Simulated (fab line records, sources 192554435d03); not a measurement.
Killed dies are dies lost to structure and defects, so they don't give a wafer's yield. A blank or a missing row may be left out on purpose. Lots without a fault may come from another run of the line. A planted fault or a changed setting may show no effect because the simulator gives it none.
Chamber matching | flow n5_finfet | N5_BEOL_M3_ALD_84 on ald_metal-02: 4 sister chambers
The step deposits TaN, pulse time 2 s, purge time 3 s, co reactant purge time 2 s. 8 wafers are shown with their chamber, then 9 later ones without.

WAFERS WITH THEIR CHAMBER
wafer  | chamber | heater_power_w (W) | heater_power_outer_w (W)
L077.6 | 2       | 469                | 249
L078.1 | 1       | 387                | 212
L086.2 | 0       | 441                | 254
L086.3 | 3       | 427                | 234
L086.6 | 2       | 480                | 260
L088.1 | 0       | 453                | 247
L088.2 | 1       | 388                | 223
L088.4 | 3       | 459                | 230

WAFERS WITHOUT THEIR CHAMBER
wafer  | heater_power_w (W) | heater_power_outer_w (W)
L091.2 | 451                | 239
L091.3 | 483                | 261
L091.5 | 398                | 206
L093.1 | 480                | 257
L093.2 | 452                | 248
L093.3 | 397                | 214
L094.2 | 451                | 237
L094.4 | 481                | 262
L094.5 | 485                | 262

WHICH CHAMBER EACH WENT THROUGH
wafer  | from the rows above          | in truth
L091.2 | can't be placed: 3 or 0 or 2 | 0
L091.3 | 2                            | 2
L091.5 | 1                            | 1
L093.1 | 2                            | 2
L093.2 | can't be placed: 0 or 2      | 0
L093.3 | 1                            | 1
L094.2 | can't be placed: 3 or 0      | 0
L094.4 | can't be placed: 2 or 0      | 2
L094.5 | 2                            | 2
Placed correctly: 5 of 9. Can't be placed from these rows: 4 (the true chamber is among the candidates in 4). Placed wrongly: 0.
How it was worked out, from the rows above alone: a wafer's distance from a chamber is the root of the sum, over the readings, of the square of ((its reading less the chamber's mean) divided by the reading's scatter). The wafer belongs to the nearest chamber; if the next one is less than 2 further off, it can't be placed. A chamber's mean is the mean of its shown wafers. The scatter: the root of (the sum of the squares of (reading less its chamber's mean) over the shown wafers, divided by (wafers less chambers)).
